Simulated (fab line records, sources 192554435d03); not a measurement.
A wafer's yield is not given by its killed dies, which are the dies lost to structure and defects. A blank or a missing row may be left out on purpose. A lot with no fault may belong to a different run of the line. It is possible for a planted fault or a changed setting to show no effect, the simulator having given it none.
fab line records -- flow n5_finfet
record: lots: 7, wafers: 39
route steps=1938 shown FIN_CUT@173 DUMMY_GATE@228
start_h: the number of hours between the record's first day and the start of the first shown wafer of the lot -- wait_h: hours since the lot's step before -- " same as the row above -- L1.1+2: one row covering several wafers at once -- - no value present, or no start provided -- * or withheld: withheld -- < > ~ a bound
route shown NAME@n: a module of which the file shows steps, and the number in the route of the first -- usual: the fault-free wafers' mean and standard deviation -- same: alike in all rows -- chamber/n: place in a boat -- sites: the reading at each site -- _std_site: how widely they spread, as a standard deviation -- _edge_site: outer sites' mean less inner sites' -- radius_mm: how far each site lies from the wafer's centre -- mask NAME#n: copy n -- behind: tool/chamber where the wafer was last shaped -- hold: why the lot went on hold/how many hours it stayed there/how the hold came to an end -- device: names the non-switching transistor (n, p or np) -- end of line: the tests these same wafers got at the end of their route -- a step without rows: its recipe alone -- killed: dies that structure and defects cost at the first sort, which is not the same as the wafer's yield -- map: a wafer's dies, x killed, . not, _ none there
set.NAME: the setting that was run; set.NAME@STEP: the one run at that earlier step -- model.NAME: the simulator's own value behind a step, which no gauge read
one table per step and one row per wafer, for lots whose settings were changed on purpose
== steps ==
step: N5_FIN_CUT_CUT_ETCH_26
recipe: chemistry: CH3F/O2, target: SiNx, target_depth_a: 390, mask_material: SOC, time_s: 55.7, pressure_mtorr: 30, source_w: 395, bias_w: 73, Ar_flow_sccm: 150, CH3F_flow_sccm: 30, O2_flow_sccm: 20, ion_energy_ev: 120
lot.wafer,tool,chamber,start_h,wait_h,set.time_s,model.etch.depth_nm,model.SOC_of_FIN_CUT_COAT_18.thk_nm
L078.1,rie_diel-04,3,51.95,0.0,55.7,39.39,211
L078.2,rie_diel-04,0,51.95,0.0,55.7,38.66,211
L078.3,rie_diel-04,2,51.95,0.0,61.1,42.49,209.6
L078.4,rie_diel-04,1,51.95,0.0,61.1,43.2,209
L078.5,rie_diel-04,2,51.95,0.0,55.7,38.99,210.6
L078.6,rie_diel-04,3,51.95,0.0,61.1,42.96,208.6
L080.1,rie_diel-05,3,66.22,0.0,55.7,38.82,211
L080.2,rie_diel-05,1,66.22,0.0,60.25,41.51,210.4
L080.3,rie_diel-05,0,66.22,0.0,60.25,41.51,209.2
L080.4,rie_diel-05,2,66.22,0.0,60.25,41.23,209.2
L080.5,rie_diel-05,2,66.22,0.0,55.7,38.54,211
L080.6,rie_diel-05,1,66.22,0.0,55.7,38.58,210.2
L085.1,rie_diel-04,2,99.14,0.0,55.7,38.65,211.8
L085.2,rie_diel-04,0,99.14,0.0,55.7,38.59,211.2
L085.3,rie_diel-04,3,99.14,0.0,55.7,39.26,211
L085.4,rie_diel-04,1,99.14,0.0,55.7,39.65,211
L085.5,rie_diel-04,1,99.14,0.0,55.7,39.28,211
L085.6,rie_diel-04,0,99.14,0.0,55.7,38.94,211.4
L088.1,rie_diel-04,3,111.43,0.0,55.7,39.83,210.6
L088.2,rie_diel-04,0,111.43,0.0,55.7,39.4,211.4
L088.3,rie_diel-04,2,111.43,0.0,55.7,39.27,210.8
L088.4,rie_diel-04,1,111.43,0.0,55.7,39.87,211
L088.5,rie_diel-04,0,111.43,0.0,55.7,39.38,211.8
L088.6,rie_diel-04,3,111.43,0.0,55.7,39.6,211.2
L090.1,rie_diel-06,1,123.80,0.0,46.78,33.51,214
L090.2,rie_diel-06,0,123.80,0.0,55.7,39.4,210.6
L090.3,rie_diel-06,3,123.80,0.0,46.78,32.76,214
L090.4,rie_diel-06,2,123.80,0.0,46.78,31.94,214.2
L090.5,rie_diel-06,0,123.80,0.0,55.7,39.66,211.2
L090.6,rie_diel-06,3,123.80,0.0,55.7,38.89,210.8
L093.1,rie_diel-06,0,141.76,0.0,55.7,39.83,211.6
L093.2,rie_diel-06,3,141.76,0.0,55.7,39.27,212.2
L093.4,rie_diel-06,2,141.76,0.0,55.7,38.06,212.2
L096.1,rie_diel-04,3,162.32,0.0,47.7,33.29,215
L096.2,rie_diel-04,1,162.32,0.0,47.7,33.37,215.4
L096.3,rie_diel-04,0,162.32,0.0,55.7,38.82,212.4
L096.4,rie_diel-04,2,162.32,0.0,55.7,38.59,212.2
L096.5,rie_diel-04,2,162.32,0.0,47.7,33.31,214.8
L096.6,rie_diel-04,3,162.32,0.0,55.7,39.23,212.2
step: N5_FIN_CUT_CUT_ETCH_27
recipe: chemistry: CHF3/O2, target: SiO2, target_depth_a: 40, mask_material: SOC, overetch_a: 20, time_s: 4.9, pressure_mtorr: 30, source_w: 650, bias_w: 170, Ar_flow_sccm: 200, CHF3_flow_sccm: 50, O2_flow_sccm: 5, ion_energy_ev: 200
step: N5_FIN_CUT_PRECLEAN_35
recipe: time_s: 13.3, temp_c: 45, pressure_torr: 125, p_hf_torr: 3, p_coreactant_torr: 25, chemistry: vHF
step: N5_FIN_CUT_CUT_ETCH_15
recipe: chemistry: HBr/Cl2/O2, target: Si, target_depth_a: 1000, bt_time_s: 10, mask_material: SOC, time_s: 42.4, ion_energy_ev: *, bias_w: *, pressure_mtorr: 10, icp_w: 800, HBr_flow_sccm: 150, Cl2_flow_sccm: 80, O2_flow_sccm: 12
step: N5_FIN_CUT_CUT_ETCH_28
recipe: chemistry: HBr/Cl2/O2, target: Si, target_depth_a: 60, mask_material: SOC, time_s: 2.4, ion_energy_ev: *, bias_w: *, pressure_mtorr: 10, icp_w: 800, HBr_flow_sccm: 150, Cl2_flow_sccm: 80, O2_flow_sccm: 12
lot.wafer,tool,chamber,start_h,wait_h,set.time_s@FIN_CUT_CUT_ETCH_26,model.SOC_of_FIN_CUT_COAT_18.thk_nm
L078.1,rie_si-01,2,52.20,0.0,55.7,167.8
L078.2,rie_si-01,3,52.20,0.0,55.7,169
L078.3,rie_si-01,0,52.20,0.0,61.1,166.4
L078.4,rie_si-01,1,52.20,0.0,61.1,166
L078.5,rie_si-01,1,52.20,0.0,55.7,167.6
L078.6,rie_si-01,2,52.20,0.0,61.1,165.6
L080.1,rie_si-04,2,66.47,0.0,55.7,168
L080.2,rie_si-04,0,66.47,0.0,60.25,167.6
L080.3+4,rie_si-04,"1,3",66.47,0.0,60.25,166.8
L080.5,rie_si-04,1,66.47,0.0,55.7,168.4
L080.6,rie_si-04,2,66.47,0.0,55.7,167.8
L085.1,rie_si-04,2,99.39,0.0,55.7,169
L085.2+6,rie_si-04,"1,3",99.39,0.0,55.7,168.6
L085.3,rie_si-04,3,99.39,0.0,55.7,168
L085.4,rie_si-04,1,99.39,0.0,55.7,168.4
L085.5,rie_si-04,2,99.39,0.0,55.7,167.8
L088.1,rie_si-04,1,111.68,0.0,55.7,167.8
L088.2,rie_si-04,2,111.68,0.0,55.7,168.6
L088.3,rie_si-04,3,111.68,0.0,55.7,168.2
L088.4+6,rie_si-04,"2,3",111.68,0.0,55.7,168
L088.5,rie_si-04,1,111.68,0.0,55.7,168.8
L090.1+3,rie_si-04,"3,1",124.04,0.0,46.78,171.4
L090.2,rie_si-04,2,124.04,0.0,55.7,168.2
L090.4,rie_si-04,0,124.04,0.0,46.78,171.6
L090.5,rie_si-04,1,124.04,0.0,55.7,168.8
L090.6,rie_si-04,2,124.04,0.0,55.7,168
L093.1,rie_si-02,2,142.01,0.0,55.7,168.4
L093.2,rie_si-02,3,142.01,0.0,55.7,169
L093.4,rie_si-02,0,142.01,0.0,55.7,169.4
L096.1+2,rie_si-01,"0,1",162.89,0.0,47.7,172.4
L096.3,rie_si-01,3,162.89,0.0,55.7,170
L096.4,rie_si-01,2,162.89,0.0,55.7,169.2
L096.5,rie_si-01,2,162.89,0.0,47.7,171.4
L096.6,rie_si-01,3,162.89,0.0,55.7,169.4
step: N5_DUMMY_GATE_EXPOSE_12
recipe: mask_id: GATE, na: 0.33, source_shape: annular, sigma_inner: 0.2, sigma_outer: 0.6, polarization: unpolarized, target_cd_nm: 25, dose_mj: 34
lot.wafer,tool,chamber,start_h,wait_h,mask,set.dose_mj
L078.1+3+5,euv_scanner-02,0,75.52,-,GATE#0,34
L078.2+4+6,euv_scanner-02,0,75.52,-,GATE#0,35.06
L080.1+2+3+4+5+6,euv_scanner-02,0,84.54,-,GATE#0,34
L085.1+5+6,euv_scanner-02,0,125.51,-,GATE#0,36.05
L085.2+3+4,euv_scanner-02,0,125.51,-,GATE#0,34
L088.1+4+6,euv_scanner-01,0,134.81,-,GATE#0,31.55
L088.2+3+5,euv_scanner-01,0,134.81,-,GATE#0,34
L090.1+2+3+4+5+6,euv_scanner-02,0,142.61,-,GATE#0,34
L093.1+2+4,euv_scanner-01,0,159.72,-,GATE#0,34
L096.1+2+3+4+5+6,euv_scanner-01,0,180.36,-,GATE#0,34
step: N5_DUMMY_GATE_PEB_13
recipe: peb_temp_c: 100, peb_time_s: 60, resist: CAR-EUV
step: N5_DUMMY_GATE_DEVELOP_14
recipe: develop_time_s: 30, developer: TMAH, resist: CAR-EUV, rinse_liquid: surfactant_rinse, dry: air_spin, dev_temp_c: 23
step: N5_DUMMY_GATE_CD_MEAS_15
recipe: target_cd_nm: 25.8, landing_energy_ev: 500, detector: se_inlens
usual: cd_nm: 25.00/0.24
lot.wafer,tool,chamber,start_h,wait_h,set.dose_mj@DUMMY_GATE_EXPOSE_12,cd_nm
L078.1,cd_sem-01,0,75.64,-,34,25.46
L078.2,cd_sem-01,0,75.64,-,35.06,24.60
L078.3,cd_sem-01,0,75.64,-,34,25.54
L078.4,cd_sem-01,0,75.64,-,35.06,24.62
L078.5,cd_sem-01,0,75.64,-,34,25.50
L078.6,cd_sem-01,0,75.64,-,35.06,24.76
L080.1,cd_sem-03,0,84.67,-,34,25.17
L080.2,cd_sem-03,0,84.67,-,34,24.62
L080.3,cd_sem-03,0,84.67,-,34,25.02
L080.4,cd_sem-03,0,84.67,-,34,24.73
L080.5,cd_sem-03,0,84.67,-,34,25.15
L080.6,cd_sem-03,0,84.67,-,34,25.03
L085.1,cd_sem-01,0,125.63,-,36.05,23.70
L085.2,cd_sem-01,0,125.63,-,34,25.32
L085.3,cd_sem-01,0,125.63,-,34,24.89
L085.4,cd_sem-01,0,125.63,-,34,24.99
L085.5,cd_sem-01,0,125.63,-,36.05,23.70
L085.6,cd_sem-01,0,125.63,-,36.05,23.66
L088.1,cd_sem-03,0,134.94,-,31.55,25.84
L088.2,cd_sem-03,0,134.94,-,34,25.03
L088.3,cd_sem-03,0,134.94,-,34,25.25
L088.4,cd_sem-03,0,134.94,-,31.55,26.30
L088.5,cd_sem-03,0,134.94,-,34,24.92
L088.6,cd_sem-03,0,134.94,-,31.55,26.02
L090.1,cd_sem-01,0,142.74,-,34,25.10
L090.2,cd_sem-01,0,142.74,-,34,24.84
L090.3,cd_sem-01,0,142.74,-,34,25.04
L090.4,cd_sem-01,0,142.74,-,34,25.07
L090.5,cd_sem-01,0,142.74,-,34,24.76
L090.6,cd_sem-01,0,142.74,-,34,24.70
L093.1,cd_sem-01,0,159.85,-,34,24.77
L093.2,cd_sem-01,0,159.85,-,34,24.68
L093.4,cd_sem-01,0,159.85,-,34,24.80
L096.1,cd_sem-01,0,180.49,-,34,25.15
L096.2,cd_sem-01,0,180.49,-,34,25.07
L096.3,cd_sem-01,0,180.49,-,34,25.01
L096.4,cd_sem-01,0,180.49,-,34,25.33
L096.5,cd_sem-01,0,180.49,-,34,25.26
L096.6,cd_sem-01,0,180.49,-,34,25.13
step: N5_DUMMY_GATE_STRIP_38
recipe: chemistry: N2/H2, temp_c: 40, n2_flow_sccm: 200, h2_flow_sccm: 200, rf_frequency_hz: 6e+07
step: N5_DUMMY_GATE_STRIP_39
recipe: chemistry: N2/H2, temp_c: 40, n2_flow_sccm: 200, h2_flow_sccm: 200, rf_frequency_hz: 6e+07
step: N5_DUMMY_GATE_TRIM_49
recipe: chemistry: O2, resist: SOC, time_s: 29, target_cd_nm: 14, source_power_w: 300, bias_power_w: 0, O2_flow_sccm: 100, temp_c: 20
lot.wafer,tool,chamber,start_h,wait_h,set.dose_mj@DUMMY_GATE_EXPOSE_12,model.DUMMY_GATE.cd_nm
L078.1+3+5,rie_si-01,"2,0,0",76.00,0.0,34,14.4
L078.2+4+6,rie_si-01,"1,3,3",76.00,0.0,35.06,13.6
L080.1+3+4,rie_si-04,"0,1,3",85.03,0.0,34,13.8
L080.2+6,rie_si-04,2,85.03,0.0,34,14
L080.5,rie_si-04,1,85.03,0.0,34,14.2
L085.1,rie_si-01,3,125.99,0.0,36.05,13
L085.2,rie_si-01,2,125.99,0.0,34,14
L085.3,rie_si-01,0,125.99,0.0,34,13.8
L085.4,rie_si-01,1,125.99,0.0,34,13.6
L085.5+6,rie_si-01,"2,1",125.99,0.0,36.05,12.8
L088.1+6,rie_si-02,2,135.29,0.0,31.55,15.4
L088.2+3,rie_si-02,"3,0",135.29,0.0,34,14
L088.4,rie_si-02,1,135.29,0.0,31.55,15
L088.5,rie_si-02,3,135.29,0.0,34,13.8
L090.1+3+5,rie_si-04,"2,0,0",143.49,0.0,34,14
L090.2+6,rie_si-04,"3,1",143.49,0.0,34,13.8
L090.4,rie_si-04,1,143.49,0.0,34,14.2
L093.1+4,rie_si-01,"3,0",160.21,0.0,34,14
L093.2,rie_si-01,2,160.21,0.0,34,13.8
L096.1+2+3+5+6,rie_si-04,"0,1,2,3,2",180.85,0.0,34,14
L096.4,rie_si-04,3,180.85,0.0,34,13.8
step: N5_DUMMY_GATE_ETCH_31
recipe: chemistry: C4F6/O2, target: SiO2, mask_material: SOC, target_depth_a: 825, time_s: 27.5, ion_energy_ev: 250, pressure_mtorr: 30, source_w: 345, bias_w: 185, Ar_flow_sccm: 300, C4F6_flow_sccm: 10, O2_flow_sccm: 10
lot.wafer,tool,chamber,start_h,wait_h,set.target_depth_a,model.etch.depth_nm,model.SOC_of_DUMMY_GATE_COAT_34.thk_nm
L078.1,rie_diel-06,2,76.20,0.0,795.8,77.45,52
L078.2,rie_diel-06,3,76.20,0.0,795.8,79.5,51.8
L078.3,rie_diel-06,1,76.20,0.0,825,81.55,51.6
L078.4,rie_diel-06,0,76.20,0.0,825,83.59,51.4
L078.5,rie_diel-06,0,76.20,0.0,825,83.91,51.4
L078.6,rie_diel-06,3,76.20,0.0,795.8,79.52,51.8
L080.1,rie_diel-05,2,85.22,0.0,924.3,92.33,50.8
L080.2,rie_diel-05,1,85.22,0.0,924.3,92.41,50.8
L080.3,rie_diel-05,3,85.22,0.0,924.3,92.35,50.8
L080.4,rie_diel-05,0,85.22,0.0,825,81.35,51.8
L080.5,rie_diel-05,1,85.22,0.0,825,81.02,51.8
L080.6,rie_diel-05,2,85.22,0.0,825,82.07,51.6
L085.1,rie_diel-06,1,126.19,0.0,825,84.68,51.6
L085.2,rie_diel-06,0,126.19,0.0,825,83.48,51.6
L085.3,rie_diel-06,2,126.19,0.0,915.4,88.69,51.2
L085.4,rie_diel-06,3,126.19,0.0,825,82.84,51.8
L085.5,rie_diel-06,1,126.19,0.0,915.4,94.44,50.6
L085.6,rie_diel-06,0,126.19,0.0,915.4,93.64,50.8
L088.1,rie_diel-06,0,135.49,0.0,739.2,75.16,52.6
L088.2,rie_diel-06,3,135.49,0.0,825,82.6,52
L088.3,rie_diel-06,1,135.49,0.0,825,85.7,51.8
L088.4,rie_diel-06,2,135.49,0.0,739.2,72.52,53
L088.5,rie_diel-06,1,135.49,0.0,739.2,76.74,52.8
L088.6,rie_diel-06,0,135.49,0.0,825,83.11,52.2
L090.1,rie_diel-04,3,143.89,0.2,825,83.61,51.6
L090.2,rie_diel-04,0,143.89,0.2,825,82.94,51.6
L090.3,rie_diel-04,2,143.89,0.2,728.6,72.81,52.6
L090.4,rie_diel-04,1,143.89,0.2,728.6,73.47,52.4
L090.5,rie_diel-04,0,143.89,0.2,728.6,73.08,52.6
L090.6,rie_diel-04,3,143.89,0.2,825,83.11,51.6
L093.1,rie_diel-06,3,160.40,0.0,825,81.12,52
L093.2,rie_diel-06,0,160.40,0.0,825,83.51,51.8
L093.4,rie_diel-06,1,160.40,0.0,825,84.64,51.6
L096.1,rie_diel-04,0,181.14,0.1,825,82.51,51.8
L096.2,rie_diel-04,1,181.14,0.1,775,77.96,52
L096.3,rie_diel-04,2,181.14,0.1,825,83.47,51.6
L096.4,rie_diel-04,0,181.14,0.1,825,81.97,51.6
L096.5,rie_diel-04,1,181.14,0.1,775,77.96,52.2
L096.6,rie_diel-04,2,181.14,0.1,775,78.98,51.8
step: N5_DUMMY_GATE_ETCH_32
recipe: chemistry: CF4, target: SiO2, target_depth_a: 35, time_s: 3.9, ion_energy_ev: 350, pressure_mtorr: 10, icp_w: 800, bias_w: 400, cf4_flow_sccm: 80
lot.wafer,tool,chamber,start_h,wait_h,set.time_s,model.etch.depth_nm
L078.1,rie_si-04,3,76.45,0.1,3.9,3.53
L078.2,rie_si-04,2,76.45,0.1,3.9,3.478
L078.3,rie_si-04,1,76.45,0.1,3.9,3.502
L078.4,rie_si-04,0,76.45,0.1,3.9,3.489
L078.5,rie_si-04,2,76.45,0.1,3.9,3.447
L078.6,rie_si-04,3,76.45,0.1,3.9,3.483
L080.1,rie_si-02,0,85.47,0.1,3.9,3.496
L080.2,rie_si-02,2,85.47,0.1,3.9,3.488
L080.3,rie_si-02,3,85.47,0.1,4.317,3.922
L080.4,rie_si-02,1,85.47,0.1,4.317,3.854
L080.5,rie_si-02,1,85.47,0.1,3.9,3.506
L080.6,rie_si-02,0,85.47,0.1,4.317,3.872
L085.1,rie_si-04,3,126.44,0.1,3.9,3.559
L085.2,rie_si-04,2,126.44,0.1,3.9,3.514
L085.3,rie_si-04,1,126.44,0.1,3.9,3.502
L085.4,rie_si-04,0,126.44,0.1,3.9,3.493
L085.5,rie_si-04,0,126.44,0.1,3.9,3.523
L085.6,rie_si-04,1,126.44,0.1,3.9,3.517
L088.1,rie_si-04,0,135.74,0.1,3.9,3.463
L088.2,rie_si-04,1,135.74,0.1,3.9,3.482
L088.3,rie_si-04,2,135.74,0.1,3.9,3.461
L088.4,rie_si-04,3,135.74,0.1,3.229,2.897
L088.5,rie_si-04,2,135.74,0.1,3.229,2.871
L088.6,rie_si-04,3,135.74,0.1,3.229,2.881
L090.1,rie_si-01,1,144.14,0.1,3.097,2.781
L090.2,rie_si-01,3,144.14,0.1,3.9,3.459
L090.3,rie_si-01,0,144.14,0.1,3.097,2.774
L090.4,rie_si-01,2,144.14,0.1,3.9,3.489
L090.5,rie_si-01,1,144.14,0.1,3.9,3.525
L090.6,rie_si-01,2,144.14,0.1,3.097,2.763
L093.1,rie_si-04,0,160.65,0.1,3.9,3.518
L093.2,rie_si-04,1,160.65,0.1,3.9,3.522
L093.4,rie_si-04,2,160.65,0.1,3.9,3.521
L096.1,rie_si-01,3,181.38,0.1,3.268,2.891
L096.2,rie_si-01,2,181.38,0.1,3.9,3.506
L096.3,rie_si-01,0,181.38,0.1,3.9,3.495
L096.4,rie_si-01,1,181.38,0.1,3.9,3.515
L096.5,rie_si-01,3,181.38,0.1,3.268,2.905
L096.6,rie_si-01,0,181.38,0.1,3.268,2.945
step: N5_DUMMY_GATE_ETCH_23
recipe: chemistry: HBr/Cl2/O2, HBr_flow_sccm: 150, Cl2_flow_sccm: 80, O2_flow_sccm: 12, bias_w: 102, target_depth_a: 410, time_s: 22.3, target: poly-Si, mask_material: SiO2, pressure_mtorr: 10, icp_w: 800
step: N5_DUMMY_GATE_ETCH_44
recipe: chemistry: HBr/O2, over_etch_frac: 0.7, target_depth_a: 1275, stop_on: SiO2, ion_energy_ev: 60, bias_w: 20, target: poly-Si, mask_material: SiO2, pressure_mtorr: 20, icp_w: 400, HBr_flow_sccm: 120, O2_flow_sccm: 10
step: N5_DUMMY_GATE_ETCH_42
recipe: chemistry: CHF3/O2, target: SiO2, target_depth_a: 35, time_s: 31, ion_energy_ev: 30, bias_w: 12, pressure_mtorr: 30, source_w: 600, Ar_flow_sccm: 200, CHF3_flow_sccm: 50, O2_flow_sccm: 5
lot.wafer,tool,chamber,start_h,wait_h,set.dose_mj@DUMMY_GATE_EXPOSE_12,model.DUMMY_GATE.cd_nm
L078.1+3,rie_diel-06,"1,3",76.69,0.0,34,15.4
L078.2+4+6,rie_diel-06,"2,0,1",76.69,0.0,35.06,14.6
L078.5,rie_diel-06,2,76.69,0.0,34,15.2
L080.1+2+3+4,rie_diel-05,"3,2,1,0",85.72,0.0,34,15
L080.5+6,rie_diel-05,"0,1",85.72,0.0,34,15.2
L085.1,rie_diel-06,1,127.02,0.4,36.05,14
L085.2+3,rie_diel-06,"3,0",127.02,0.4,34,14.8
L085.4,rie_diel-06,2,127.02,0.4,34,14.6
L085.5+6,rie_diel-06,"2,3",127.02,0.4,36.05,13.6
L088.1,rie_diel-06,1,136.09,0.2,31.55,16.4
L088.2+3,rie_diel-06,"2,0",136.09,0.2,34,15.2
L088.4+6,rie_diel-06,"3,2",136.09,0.2,31.55,16.2
L088.5,rie_diel-06,3,136.09,0.2,34,14.8
L090.1+5+6,rie_diel-04,"0,2,3",144.43,0.1,34,15
L090.2,rie_diel-04,2,144.43,0.1,34,14.8
L090.3+4,rie_diel-04,"3,1",144.43,0.1,34,15.2
L093.1+4,rie_diel-05,"1,0",160.91,0.0,34,15.2
L093.2,rie_diel-05,3,160.91,0.0,34,14.6
L096.1+5+6,rie_diel-04,"1,2,0",181.63,0.0,34,15
L096.2+3,rie_diel-04,"0,2",181.63,0.0,34,14.8
L096.4,rie_diel-04,1,181.63,0.0,34,14.6
== key ==
split: step: N5_FIN_CUT_CUT_ETCH_26, setting: time_s, stated: 55.7, by: wafer
response: step: N5_FIN_CUT_CUT_ETCH_26, reading: model.etch.depth_nm, change: +0.393, per: 1%, r: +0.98
response: step: N5_FIN_CUT_CUT_ETCH_26, reading: model.SOC_of_FIN_CUT_COAT_18.thk_nm, change: -0.19, per: 1%, r: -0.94
response: step: N5_FIN_CUT_CUT_ETCH_28, reading: model.SOC_of_FIN_CUT_COAT_18.thk_nm, change: -0.185, per: 1%, r: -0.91
split: step: N5_DUMMY_GATE_EXPOSE_12, setting: dose_mj, stated: 34, by: wafer
response: step: N5_DUMMY_GATE_CD_MEAS_15, reading: cd_nm, change: -0.184, per: 1%, r: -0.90
response: step: N5_DUMMY_GATE_TRIM_49, reading: model.DUMMY_GATE.cd_nm, change: -0.181, per: 1%, r: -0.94
response: step: N5_DUMMY_GATE_ETCH_42, reading: model.DUMMY_GATE.cd_nm, change: -0.173, per: 1%, r: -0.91
split: step: N5_DUMMY_GATE_ETCH_31, setting: target_depth_a, stated: 825, by: wafer
response: step: N5_DUMMY_GATE_ETCH_31, reading: model.etch.depth_nm, change: +0.855, per: 1%, r: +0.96
response: step: N5_DUMMY_GATE_ETCH_31, reading: model.SOC_of_DUMMY_GATE_COAT_34.thk_nm, change: -0.0763, per: 1%, r: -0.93
split: step: N5_DUMMY_GATE_ETCH_32, setting: time_s, stated: 3.9, by: wafer
response: step: N5_DUMMY_GATE_ETCH_32, reading: model.etch.depth_nm, change: +0.0352, per: 1%, r: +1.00
